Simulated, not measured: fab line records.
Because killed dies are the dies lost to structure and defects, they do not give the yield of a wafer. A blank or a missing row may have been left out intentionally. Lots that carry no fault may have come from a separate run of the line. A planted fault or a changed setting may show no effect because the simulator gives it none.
fab line records	flow n5_finfet
[record] lots = 7	wafers = 21
route steps=1938 shown SD_EPI_P@297 HKMG_FIN@402 MOL_CONTACT_COAG@523
start_h: hours from the record's opening day to when the first of the lot's shown wafers began	wait_h: time in hours since the lot's previous step	" as in the row above	L1.1+2: a single row standing in for several wafers	- no value, or no start was given	* or withheld: withheld	< > ~ a bound
route shown NAME@n: names a module that has steps shown in the file, with the first one's number in the route	usual: mean/standard deviation taken from wafers without a fault	same: alike in all rows	chamber/n: place in a boat	sites: the reading at each site	_std_site: their standard deviation	_edge_site: mean of outer sites minus mean of inner sites	radius_mm: for every site, how far away it sits from the centre of the wafer	mask NAME#n: copy n	behind: the last tool/chamber to shape the wafer	hold: why the lot was held/for how many hours/how that ended	device: the transistor (n, p or np) that didn't switch	end of line: the tests these same wafers got at the end of their route	a step given without rows: its recipe and nothing more	killed: not the wafer's yield, but the dies lost to structure and defects at the first sort	map: shows each die of a wafer: x if killed, . if not, _ if none is there
set.NAME: the setting the step ran with; set.NAME@STEP: the setting that earlier step ran with	model.NAME: the simulator's own value behind a step, which no gauge read
one table per step and one row per wafer, for lots whose settings were changed on purpose
[[steps]]
[step N5_SD_EPI_P_COAT_03]
[recipe] resist = CAR-ArF-block	spin_rpm = 1500	resist_thk_nm = 150
lot.wafer	tool	chamber	start_h	wait_h	set.spin_rpm	model.CAR-ArF-block_of_SD_EPI_P_COAT_03.thk_nm
L075.4	litho_track-02	0	-	-	1389	155.8
L075.5	"	0	"	"	1500	150
L075.6	"	0	"	"	1389	155.6
L076.1+6	litho_track-05	0	-	-	1500	149.8
L076.3	"	0	"	"	1500	149.2
L077.1+2	litho_track-02	0	-	-	1358	158.2
L077.5	"	0	"	"	1500	150.4
L078.1	litho_track-01	0	-	-	1387	156.2
L078.4	"	0	"	"	1500	150
L078.5	"	0	"	"	1500	149.8
L092.3	litho_track-02	0	-	-	1403	154.6
L092.4	"	0	"	"	1500	149.2
L092.5	"	0	"	"	1500	150
L095.3	litho_track-05	0	-	-	1500	149.6
L095.4	"	0	"	"	1500	150
L095.5	"	0	"	"	1500	149.8
L096.1	litho_track-02	0	-	-	1500	150.6
L096.2	"	0	"	"	1500	150.8
L096.4	"	0	"	"	1600	146.6
[step N5_SD_EPI_P_EBR_05]
[recipe] solvent = PGMEA	ebr_width_mm = 1.5
[step N5_SD_EPI_P_SOFTBAKE_04]
[recipe] temp_c = 110	time_s = 60	resist = CAR-ArF-block
[step N5_SD_EPI_P_DESCUM_14]
[recipe] chemistry = O2	time_s = 7.9	source_power_w = 50	bias_power_w = 20	pressure_mtorr = 20	rf_frequency_hz = 2.712e+07	temp_c = 40	resist = CAR-ArF-block	o2_flow_sccm = 225
[step N5_SD_EPI_P_ETCH_36]
[recipe] chemistry = CF4	target = SiARC	target_depth_a = 455	mask_material = CAR-ArF-block	time_s = 75.8	ion_energy_ev = 80	pressure_mtorr = 40	source_w = 545	bias_w = 36	Ar_flow_sccm = 100	cf4_flow_sccm = 100	ends = cleared
lot.wafer	tool	chamber	start_h	wait_h	set.spin_rpm@SD_EPI_P_COAT_03	model.CAR-ArF-block_of_SD_EPI_P_COAT_03.thk_nm
L075.4	rie_diel-04	3	58.47	0.0	1389	116.6
L075.5	"	1	"	"	1500	110.8
L075.6	"	0	"	"	1389	116.4
L076.1	rie_diel-01	3	67.31	0.0	1500	110.6
L076.3	"	1	"	"	1500	110.2
L076.6	"	2	"	"	1500	110.8
L077.1+2	rie_diel-01	1,2	72.23	0.0	1358	119
L077.5	"	2	"	"	1500	111.6
L078.1	rie_diel-06	1	79.57	0.0	1387	117.2
L078.4	"	2	"	"	1500	111
L078.5	"	3	"	"	1500	110.8
L092.3	rie_diel-06	0	161.00	0.0	1403	115.6
L092.4	"	2	"	"	1500	110
L092.5	"	2	"	"	1500	110.8
L095.3+4+5	rie_diel-01	1,0,2	179.92	0.0	1500	110.8
L096.1	rie_diel-04	2	188.84	0.0	1500	111.6
L096.2	"	0	"	"	1500	111.8
L096.4	"	3	"	"	1600	107.6
[step N5_HKMG_FIN_ETCH_54]
[recipe] chemistry = CF4	target = SiARC	target_depth_a = 455	mask_material = CAR-ArF	time_s = 75.8	ion_energy_ev = 80	pressure_mtorr = 40	source_w = 545	bias_w = 36	Ar_flow_sccm = 100	cf4_flow_sccm = 100	ends = cleared
[usual] etch_rf_on_time_s = 75.9/1	rf_vpp_V = 184.6/1.2
lot.wafer	tool	chamber	start_h	wait_h	set.source_w	etch_rf_on_time_s	rf_vpp_V
L075.4	rie_diel-05	0	76.41	0.0	628.4	66.1	175.5
L075.5	"	3	"	"	545	75.0	184.4
L075.6	"	2	"	"	628.4	66.3	174.8
L076.1	rie_diel-02	0	84.22	0.0	545	76.8	185.8
L076.3	"	2	"	"	545	77.0	182.9
L076.6	"	2	"	"	545	77.0	182.1
L077.1	rie_diel-03	1	89.13	0.0	545	76.4	184.4
L077.2	"	0	"	"	545	76.6	184.4
L077.5	"	1	"	"	545	76.4	184.2
L078.1	rie_diel-05	0	97.48	0.0	545	74.9	183.4
L078.4	"	2	"	"	480.9	86.6	191.7
L078.5	"	2	"	"	545	76.6	184.8
L092.3	rie_diel-03	0	179.61	0.0	471.2	87.3	194.2
L092.4	"	2	"	"	545	76.0	187.5
L092.5	"	3	"	"	545	75.1	183.2
L095.3	rie_diel-02	0	199.91	0.0	545	75.7	184.9
L095.4	"	1	"	"	545	75.4	183.9
L095.5	"	0	"	"	545	76.0	187.0
L096.1	rie_diel-05	0	207.37	0.0	481.4	83.8	192.1
L096.2	"	1	"	"	481.4	84.9	193.7
L096.4	"	3	"	"	481.4	83.4	193.8
[step N5_HKMG_FIN_ETCH_58]
[recipe] chemistry = N2/H2	target = SOC	target_depth_a = 2158	ion_energy_ev = 50	bias_w = 13	time_s = 741	pressure_mtorr = 30	source_w = 875	n2_flow_sccm = 200	h2_flow_sccm = 200
[usual] rf_vpp_V = 99.5/0.98
lot.wafer	tool	chamber	start_h	wait_h	set.source_w	rf_vpp_V	model.SOC_of_HKMG_FIN_COAT_41.thk_nm	model.etch.depth_nm	model.HKMG_FIN.feature_depth_nm
L075.4	rie_diel-05	0	76.67	0.0	937.3	97.8	62.8	236.6	236.6
L075.5	"	3	"	"	875	99.9	78	221	221
L075.6	"	2	"	"	937.3	96.6	70.6	228.5	228.6
L076.1	rie_diel-02	0	84.49	0.0	875	100.4	85.4	213.8	213.8
L076.3	"	2	"	"	875	97.8	85.8	214.1	214
L076.6	"	2	"	"	875	98.5	87.4	212.4	212.4
L077.1	rie_diel-03	1	89.40	0.0	875	99.2	87.4	212.8	212.8
L077.2	"	0	"	"	875	100.1	86.4	213.9	213.8
L077.5	"	1	"	"	875	100.2	85	214.8	214.8
L078.1	rie_diel-05	0	97.75	0.0	822.3	100.4	93.6	207.7	207.8
L078.4	"	2	"	"	822.3	101.9	99.8	201.3	201.2
L078.5	"	2	"	"	875	99.6	87	212.6	212.6
L092.3	rie_diel-03	0	179.88	0.0	875	99.5	85.8	215.1	215
L092.4	"	2	"	"	776.7	104.9	106.4	193.7	193.8
L092.5	"	3	"	"	875	98.8	82.2	218.4	218.4
L095.3	rie_diel-02	0	200.18	0.0	875	99.4	89.4	210.1	210.2
L095.4	"	1	"	"	737.5	104.7	115.4	184.1	184.2
L095.5	"	0	"	"	875	99.1	87.4	213.5	213.6
L096.1	rie_diel-05	0	207.64	0.0	875	101.2	79.8	220	220
L096.2	"	1	"	"	963.9	96.4	67	233.1	233.2
L096.4	"	3	"	"	875	99.3	84.4	215.9	216
[step N5_HKMG_FIN_COAT_06]
[recipe] resist = CAR-ArF	spin_rpm = 1500	resist_thk_nm = 90
lot.wafer	tool	chamber	start_h	wait_h	set.spin_rpm	model.CAR-ArF_of_HKMG_FIN_COAT_06.thk_nm
L075.4	litho_track-05	0	-	-	1500	90.2
L075.5	"	0	"	"	1500	90
L075.6	"	0	"	"	1374	94.2
L076.1+3+6	litho_track-05	0	-	-	1500	90
L077.1	litho_track-05	0	-	-	1500	89.8
L077.2+5	"	0	"	"	1443	91.6
L078.1	litho_track-02	0	-	-	1500	89.8
L078.4	"	0	"	"	1391	93.4
L078.5	"	0	"	"	1391	93.6
L092.3+5	litho_track-05	0	-	-	1500	90
L092.4	"	0	"	"	1500	90.2
L095.3+5	litho_track-04	0	-	-	1500	90
L095.4	"	0	"	"	1500	89.8
L096.1	litho_track-04	0	-	-	1500	90.6
L096.2+4	"	0	"	"	1500	90.4
[step N5_HKMG_FIN_PEB_10]
[recipe] peb_temp_c = withheld	peb_time_s = 60	resist = CAR-ArF
lot.wafer	tool	chamber	start_h	wait_h	set.peb_time_s
L075.4+5+6	litho_track-04	0	79.60	0.0	60
L076.1+3+6	litho_track-05	0	87.33	0.1	60
L077.1+5	litho_track-05	0	92.24	0.1	60
L077.2	"	0	"	"	71.09
L078.1+5	litho_track-02	0	100.66	0.1	60
L078.4	"	0	"	"	63.38
L092.3+4+5	litho_track-05	0	182.70	0.0	60
L095.3	litho_track-05	0	203.10	0.0	67.8
L095.4+5	"	0	"	"	60
L096.1+2+4	litho_track-02	0	210.57	0.1	60
[step N5_HKMG_FIN_DEVELOP_11]
[recipe] develop_time_s = 30	developer = TMAH	resist = CAR-ArF	dev_temp_c = 23	rinse_liquid = diw	dry = air_spin
lot.wafer	tool	chamber	start_h	wait_h	set.spin_rpm@HKMG_FIN_COAT_06	model.CAR-ArF_of_HKMG_FIN_COAT_06.thk_nm
L075.4+5	litho_track-04	0	-	-	1500	88.4
L075.6	"	0	"	"	1374	92.4
L076.1+3	litho_track-05	0	-	-	1500	88.4
L076.6	"	0	"	"	1500	88.2
L077.1	litho_track-05	0	-	-	1500	88.2
L077.2+5	"	0	"	"	1443	89.8
L078.1	litho_track-02	0	-	-	1500	88.2
L078.4	"	0	"	"	1391	91.8
L078.5	"	0	"	"	1391	92
L092.3+5	litho_track-05	0	-	-	1500	88.2
L092.4	"	0	"	"	1500	88.6
L095.3	litho_track-05	0	-	-	1500	88.4
L095.4+5	"	0	"	"	1500	88.2
L096.1	litho_track-02	0	-	-	1500	88.8
L096.2+4	"	0	"	"	1500	88.6
[step N5_HKMG_FIN_CD_MEAS_12]
[recipe] target_cd_nm = 92.8	landing_energy_ev = 500	detector = se_inlens
[usual] cd_nm = 92.7/0.5
lot.wafer	tool	chamber	start_h	wait_h	set.peb_time_s@HKMG_FIN_PEB_10	cd_nm
L075.4	cd_sem-03	0	79.67	-	60	91.3
L075.5	"	0	"	"	60	91.7
L075.6	"	0	"	"	60	91.7
L076.1	cd_sem-02	0	87.40	-	60	92.1
L076.3	"	0	"	"	60	92.5
L076.6	"	0	"	"	60	92.8
L077.1	cd_sem-02	0	92.30	-	60	93.1
L077.2	"	0	"	"	71.09	98.2
L077.5	"	0	"	"	60	92.5
L078.1	cd_sem-02	0	100.73	-	60	92.7
L078.4	"	0	"	"	63.38	94.0
L078.5	"	0	"	"	60	93.2
L092.3	cd_sem-01	0	182.77	-	60	92.8
L092.4	"	0	"	"	60	92.7
L092.5	"	0	"	"	60	92.6
L095.3	cd_sem-02	0	203.16	-	67.8	97.2
L095.4	"	0	"	"	60	93.2
L095.5	"	0	"	"	60	93.9
L096.1	cd_sem-02	0	210.64	-	60	92.6
L096.2	"	0	"	"	60	92.7
L096.4	"	0	"	"	60	92.8
[step N5_MOL_CONTACT_COAG_EXPOSE_05]
[recipe] mask_id = CA	na = 0.33	source_shape = annular	sigma_inner = 0.4	sigma_outer = 0.8	polarization = unpolarized	defocus_nm = 0	dose_mj = 38.25
lot.wafer	tool	chamber	start_h	wait_h	mask	set.dose_mj
L075.4	euv_scanner-02	0	93.27	-	CA#0	38.25
L075.5+6	"	0	"	"	CA#0	37.33
L076.1+3+6	euv_scanner-01	0	99.37	-	CA#0	38.25
L077.1+5	euv_scanner-01	0	104.43	-	CA#0	38.25
L077.2	"	0	"	"	CA#0	40.54
L078.1+4+5	euv_scanner-01	0	112.55	-	CA#0	38.25
L092.3	euv_scanner-02	0	196.27	-	CA#0	40.37
L092.4+5	"	0	"	"	CA#0	38.25
L095.3	euv_scanner-01	0	214.97	-	CA#0	38.25
L095.4+5	"	0	"	"	CA#0	40.2
L096.1+4	euv_scanner-02	0	223.10	-	CA#0	38.25
L096.2	"	0	"	"	CA#0	40.62
[step N5_MOL_CONTACT_COAG_PEB_06]
[recipe] peb_temp_c = 100	peb_time_s = 60	resist = CAR-EUV
[step N5_MOL_CONTACT_COAG_DEVELOP_07]
[recipe] develop_time_s = 30	developer = TMAH	resist = CAR-EUV	rinse_liquid = surfactant_rinse	dry = air_spin	dev_temp_c = 23
[step N5_MOL_CONTACT_COAG_CD_MEAS_08]
[recipe] target_cd_nm = 28	landing_energy_ev = 500	detector = se_inlens	polarity = opening
[usual] cd_nm = 28.05/0.23
lot.wafer	tool	chamber	start_h	wait_h	set.dose_mj@MOL_CONTACT_COAG_EXPOSE_05	cd_nm
L075.4	cd_sem-02	0	93.38	-	38.25	28.31
L075.5	"	0	"	"	37.33	27.78
L075.6	"	0	"	"	37.33	27.71
L076.1	cd_sem-03	0	99.50	-	38.25	28.38
L076.3	"	0	"	"	38.25	27.88
L076.6	"	0	"	"	38.25	28.55
L077.1	cd_sem-01	0	104.56	-	38.25	27.90
L077.2	"	0	"	"	40.54	29.33
L077.5	"	0	"	"	38.25	27.86
L078.1	cd_sem-02	0	112.68	-	38.25	27.96
L078.4	"	0	"	"	38.25	28.36
L078.5	"	0	"	"	38.25	27.89
L092.3	cd_sem-03	0	196.39	-	40.37	28.92
L092.4	"	0	"	"	38.25	28.40
L092.5	"	0	"	"	38.25	28.23
L095.3	cd_sem-01	0	215.09	-	38.25	27.73
L095.4	"	0	"	"	40.2	29.05
L095.5	"	0	"	"	40.2	28.78
L096.1	cd_sem-02	0	223.23	-	38.25	27.97
L096.2	"	0	"	"	40.62	29.70
L096.4	"	0	"	"	38.25	28.06
[step N5_MOL_CONTACT_COAG_DESCUM_13]
[recipe] chemistry = O2	time_s = 7	source_power_w = 50	bias_power_w = 20	pressure_mtorr = 20	rf_frequency_hz = 2.712e+07	temp_c = 40	resist = CAR-EUV	o2_flow_sccm = 225
[step N5_MOL_CONTACT_COAG_ETCH_59]
[recipe] chemistry = N2/H2	target = underlayer	target_depth_a = 130	mask_material = CAR-EUV	time_s = 10.4	ion_energy_ev = 200	pressure_mtorr = 30	source_w = 840	bias_w = 150	n2_flow_sccm = 200	h2_flow_sccm = 200	ends = cleared
lot.wafer	tool	chamber	start_h	wait_h	set.dose_mj@MOL_CONTACT_COAG_EXPOSE_05	model.MOL_CONTACT_COAG.cd_offset_nm
L075.4	rie_diel-03	3	93.55	0.0	38.25	0.2
L075.5	"	1	"	"	37.33	-0.4
L075.6	"	0	"	"	37.33	-0.2
L076.1+3	rie_diel-05	3,2	99.66	0.0	38.25	0.2
L076.6	"	3	"	"	38.25	0.4
L077.1	rie_diel-02	3	105.03	0.0	38.25	0
L077.2	"	2	"	"	40.54	1.2
L077.5	"	0	"	"	38.25	-0.2
L078.1+5	rie_diel-05	1,2	113.00	0.0	38.25	0
L078.4	"	0	"	"	38.25	-0.2
L092.3	rie_diel-02	1	196.54	0.0	40.37	1
L092.4	"	3	"	"	38.25	0.2
L092.5	"	1	"	"	38.25	0
L095.3	rie_diel-03	1	215.24	0.0	38.25	0
L095.4+5	"	0,3	"	"	40.2	1
L096.1+4	rie_diel-02	0,1	223.39	0.0	38.25	0
L096.2	"	3	"	"	40.62	1.6
[step N5_MOL_CONTACT_COAG_ETCH_105]
[recipe] chemistry = CF4	target = SiARC	target_depth_a = 156	mask_material = CAR-EUV	time_s = 26	ion_energy_ev = 80	pressure_mtorr = 40	source_w = 545	bias_w = 36	Ar_flow_sccm = 100	cf4_flow_sccm = 100	ends = cleared
[usual] rf_vpp_V = 184.6/1.2
lot.wafer	tool	chamber	start_h	wait_h	set.bias_w	rf_vpp_V
L075.4	rie_diel-03	3	93.57	0.0	32.3	172.9
L075.5	"	1	"	"	36	184.5
L075.6	"	0	"	"	32.3	171.9
L076.1	rie_diel-05	3	99.68	0.0	36	184.1
L076.3	"	2	"	"	36	184.5
L076.6	"	3	"	"	36	185.1
L077.1	rie_diel-02	3	105.05	0.0	36	185.1
L077.2	"	2	"	"	39.88	194.8
L077.5	"	0	"	"	39.88	197.2
L078.1	rie_diel-05	1	113.02	0.0	40.24	197.9
L078.4	"	0	"	"	36	184.2
L078.5	"	2	"	"	36	186.2
L092.3	rie_diel-02	1	196.56	0.0	36	183.5
L092.4	"	3	"	"	36	185.5
L092.5	"	1	"	"	31.82	170.6
L095.3	rie_diel-03	1	215.26	0.0	36	186.5
L095.4	"	0	"	"	36	184.7
L095.5	"	3	"	"	36	183.7
L096.1	rie_diel-02	0	223.41	0.0	36	185.4
L096.2	"	3	"	"	40.33	199.1
L096.4	"	1	"	"	40.33	198.1
[step N5_MOL_CONTACT_COAG_ETCH_106]
[recipe] chemistry = N2/H2	target = SOC	target_depth_a = 800	overetch_a = 160	mask_material = SiARC	temp_c = 40	time_s = 120	ion_energy_ev = 200	pressure_mtorr = 30	source_w = 840	bias_w = 150	n2_flow_sccm = 200	h2_flow_sccm = 200
[step N5_MOL_CONTACT_COAG_STRIP_107]
[recipe] chemistry = N2/H2	temp_c = 40	n2_flow_sccm = 200	h2_flow_sccm = 200	rf_frequency_hz = 6e+07
[step N5_MOL_CONTACT_COAG_STRIP_108]
[recipe] chemistry = N2/H2	temp_c = 40	n2_flow_sccm = 200	h2_flow_sccm = 200	rf_frequency_hz = 6e+07
[step N5_MOL_CONTACT_COAG_CONTACT_ETCH_14]
[recipe] chemistry = C4F6/O2	target = SiO2	target_depth_a = 275	overetch_a = 85	mask_material = SOC	pressure_mtorr = 30	source_w = 370	bias_w = 185	Ar_flow_sccm = 300	C4F6_flow_sccm = 16	O2_flow_sccm = 10	time_s = 20	ion_energy_ev = 259.6
lot.wafer	tool	chamber	start_h	wait_h	set.dose_mj@MOL_CONTACT_COAG_EXPOSE_05	model.MOL_CONTACT_COAG.cd_offset_nm
L075.4	rie_diel-03	3	93.70	0.0	38.25	0.4
L075.5	"	1	"	"	37.33	-0.2
L075.6	"	0	"	"	37.33	-0.4
L076.1+6	rie_diel-05	3	99.80	0.0	38.25	0.4
L076.3	"	2	"	"	38.25	0.2
L077.1	rie_diel-02	3	105.18	0.0	38.25	-0.2
L077.2	"	2	"	"	40.54	1
L077.5	"	0	"	"	38.25	-0.4
L078.1	rie_diel-05	1	113.15	0.0	38.25	-0.4
L078.4	"	0	"	"	38.25	0
L078.5	"	2	"	"	38.25	-0.2
L092.3	rie_diel-02	1	196.69	0.0	40.37	1
L092.4	"	3	"	"	38.25	0.4
L092.5	"	1	"	"	38.25	0.2
L095.3	rie_diel-03	1	215.39	0.0	38.25	-0.2
L095.4+5	"	0,3	"	"	40.2	0.8
L096.1	rie_diel-02	0	223.53	0.0	38.25	0
L096.2	"	3	"	"	40.62	1.4
L096.4	"	1	"	"	38.25	-0.2
[step N5_MOL_CONTACT_COAG_STRIP_109]
[recipe] chemistry = C4F6/O2	resist = SiARC	rf_frequency_hz = 6e+07
[step N5_MOL_CONTACT_COAG_ETCH_15]
[recipe] chemistry = CH3F/O2	target = SiNx	target_depth_a = 70	mask_material = SOC	stop_on = Si:P	over_etch_frac = 0.75	ion_energy_ev = 120	pressure_mtorr = 30	source_w = 395	bias_w = 73	Ar_flow_sccm = 150	CH3F_flow_sccm = 30	O2_flow_sccm = 20
lot.wafer	tool	chamber	start_h	wait_h	set.dose_mj@MOL_CONTACT_COAG_EXPOSE_05	model.MOL_CONTACT_COAG.cd_offset_nm
L075.4	rie_diel-03	3	93.75	0.0	38.25	0.4
L075.5	"	1	"	"	37.33	-0.2
L075.6	"	0	"	"	37.33	-0.4
L076.1+3	rie_diel-05	3,2	99.84	0.0	38.25	0.4
L076.6	"	3	"	"	38.25	0.6
L077.1	rie_diel-02	3	105.21	0.0	38.25	-0.2
L077.2	"	2	"	"	40.54	1
L077.5	"	0	"	"	38.25	-0.4
L078.1	rie_diel-05	1	113.18	0.0	38.25	-0.4
L078.4	"	0	"	"	38.25	0
L078.5	"	2	"	"	38.25	-0.2
L092.3	rie_diel-02	1	196.73	0.0	40.37	1.2
L092.4	"	3	"	"	38.25	0.4
L092.5	"	1	"	"	38.25	0.2
L095.3	rie_diel-03	1	215.43	0.0	38.25	-0.2
L095.4+5	"	0,3	"	"	40.2	0.8
L096.1+4	rie_diel-02	0,1	223.57	0.0	38.25	0
L096.2	"	3	"	"	40.62	1.6
[step N5_MOL_CONTACT_COAG_ETCH_110]
[recipe] chemistry = CF4/O2	target = Si	target_depth_a = 25	time_s = 8	pressure_mtorr = 100	source_w = 200	bias_w = 12	ion_energy_ev = 60	Ar_flow_sccm = 100	cf4_flow_sccm = 100	O2_flow_sccm = 10
[step N5_MOL_CONTACT_COAG_STRIP_98]
[recipe] chemistry = N2/H2	power_w = 500	temp_c = 40	pressure_mtorr = 50	rf_frequency_hz = 6e+07	overash_fraction = 0.3	bias_power_w = 8	h2_frac = 0.5	n2_flow_sccm = 300	h2_flow_sccm = 300
[step N5_MOL_CONTACT_COAG_CD_MEAS_99]
[recipe] target_cd_nm = 17.2	polarity = opening
[usual] cd_nm = 17.2/0.35
lot.wafer	tool	chamber	start_h	wait_h	set.dose_mj@MOL_CONTACT_COAG_EXPOSE_05	cd_nm
L075.4	cd_sem-02	-	93.90	-	38.25	17.8
L075.5	"	-	"	"	37.33	17.2
L075.6	"	-	"	"	37.33	16.5
L076.1	cd_sem-01	-	100.02	-	38.25	17.2
L076.3	"	-	"	"	38.25	17.2
L076.6	"	-	"	"	38.25	17.7
L077.1	cd_sem-01	-	105.39	-	38.25	16.5
L077.2	"	-	"	"	40.54	18.1
L077.5	"	-	"	"	38.25	16.5
L078.1	cd_sem-03	-	113.36	-	38.25	17.0
L078.4	"	-	"	"	38.25	17.1
L078.5	"	-	"	"	38.25	17.1
L092.3	cd_sem-03	-	196.91	-	40.37	18.7
L092.4	"	-	"	"	38.25	17.5
L092.5	"	-	"	"	38.25	17.7
L095.3	cd_sem-01	-	215.61	-	38.25	16.8
L095.4	"	-	"	"	40.2	18.1
L095.5	"	-	"	"	40.2	17.9
L096.1	cd_sem-03	-	223.75	-	38.25	17.4
L096.2	"	-	"	"	40.62	18.8
L096.4	"	-	"	"	38.25	17.1
[step N5_MOL_CONTACT_COAG_PECVD_31]
[recipe] material = SiO2	target_thk_a = 460	temp_c = 400	precursor = TEOS/O2	pressure_torr = 6.5	rf_w = withheld	teos_flow_sccm = withheld	gas = O2	flow_sccm = 2650	time_s = 8.9
lot.wafer	tool	chamber	start_h	wait_h	set.temp_c	model.SiO2_of_MOL_CONTACT_COAG_PECVD_31.thk_nm
L075.4+5	pecvd-01	1,0	103.51	0.3	400	46
L075.6	"	2	"	"	400	45.8
L076.1	pecvd-04	0	108.59	0.3	400	45.8
L076.3	"	2	"	"	400	46
L076.6	"	1	"	"	400	47
L077.1+5	pecvd-04	0,2	115.51	0.3	400	45.8
L077.2	"	2	"	"	400	45.2
L078.1	pecvd-03	0	123.61	0.3	400	45.4
L078.4	"	0	"	"	400	46.4
L078.5	"	2	"	"	400	46
L092.3	pecvd-01	1	207.13	0.3	400	45.2
L092.4	"	0	"	"	400	46.2
L092.5	"	1	"	"	400	45.8
L095.3+4	pecvd-04	1,2	224.94	0.3	400	46.2
L095.5	"	1	"	"	417	41.6
L096.1	pecvd-01	1	233.95	0.3	400	45.4
L096.2	"	2	"	"	387.8	48.6
L096.4	"	1	"	"	387.8	49.4
[[key]]
[split] step = N5_SD_EPI_P_COAT_03	setting = spin_rpm	stated = 1500	by = wafer
[response] step = N5_SD_EPI_P_COAT_03	reading = model.CAR-ArF-block_of_SD_EPI_P_COAT_03.thk_nm	change = -0.776	per = 1%	r = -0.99
[response] step = N5_SD_EPI_P_ETCH_36	reading = model.CAR-ArF-block_of_SD_EPI_P_COAT_03.thk_nm	change = -0.768	per = 1%	r = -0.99
[split] step = N5_HKMG_FIN_ETCH_54	setting = source_w	stated = 545	by = wafer
[response] step = N5_HKMG_FIN_ETCH_54	reading = etch_rf_on_time_s	change = *	per = 1%	r = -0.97
[response] step = N5_HKMG_FIN_ETCH_54	reading = rf_vpp_V	change = -0.634	per = 1%	r = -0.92
[split] step = N5_HKMG_FIN_ETCH_58	setting = source_w	stated = 875	by = wafer
[response] step = N5_HKMG_FIN_ETCH_58	reading = rf_vpp_V	change = -0.387	per = 1%	r = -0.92
[response] step = N5_HKMG_FIN_ETCH_58	reading = model.SOC_of_HKMG_FIN_COAT_41.thk_nm	change = -1.72	per = 1%	r = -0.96
[response] step = N5_HKMG_FIN_ETCH_58	reading = model.etch.depth_nm	change = +1.74	per = 1%	r = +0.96
[response] step = N5_HKMG_FIN_ETCH_58	reading = model.HKMG_FIN.feature_depth_nm	change = +1.74	per = 1%	r = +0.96
[split] step = N5_HKMG_FIN_COAT_06	setting = spin_rpm	stated = 1500	by = wafer
[response] step = N5_HKMG_FIN_COAT_06	reading = model.CAR-ArF_of_HKMG_FIN_COAT_06.thk_nm	change = -0.495	per = 1%	r = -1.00
[response] step = N5_HKMG_FIN_DEVELOP_11	reading = model.CAR-ArF_of_HKMG_FIN_COAT_06.thk_nm	change = -0.483	per = 1%	r = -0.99
[split] step = N5_HKMG_FIN_PEB_10	setting = peb_time_s	stated = 60	by = wafer
[response] step = N5_HKMG_FIN_CD_MEAS_12	reading = cd_nm	change = +0.284	per = 1%	r = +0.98
[split] step = N5_MOL_CONTACT_COAG_EXPOSE_05	setting = dose_mj	stated = 38.25	by = wafer
[response] step = N5_MOL_CONTACT_COAG_CD_MEAS_08	reading = cd_nm	change = +0.218	per = 1%	r = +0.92
[response] step = N5_MOL_CONTACT_COAG_ETCH_59	reading = model.MOL_CONTACT_COAG.cd_offset_nm	change = +0.212	per = 1%	r = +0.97
[response] step = N5_MOL_CONTACT_COAG_CONTACT_ETCH_14	reading = model.MOL_CONTACT_COAG.cd_offset_nm	change = +0.203	per = 1%	r = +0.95
[response] step = N5_MOL_CONTACT_COAG_ETCH_15	reading = model.MOL_CONTACT_COAG.cd_offset_nm	change = +0.216	per = 1%	r = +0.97
[response] step = N5_MOL_CONTACT_COAG_CD_MEAS_99	reading = cd_nm	change = +0.245	per = 1%	r = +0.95
[split] step = N5_MOL_CONTACT_COAG_ETCH_105	setting = bias_w	stated = 36	by = wafer
[response] step = N5_MOL_CONTACT_COAG_ETCH_105	reading = rf_vpp_V	change = +1.11	per = 1%	r = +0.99
[split] step = N5_MOL_CONTACT_COAG_PECVD_31	setting = temp_c	stated = 400	by = wafer
[response] step = N5_MOL_CONTACT_COAG_PECVD_31	reading = model.SiO2_of_MOL_CONTACT_COAG_PECVD_31.thk_nm	change = -1.12	per = 1%	r = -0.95
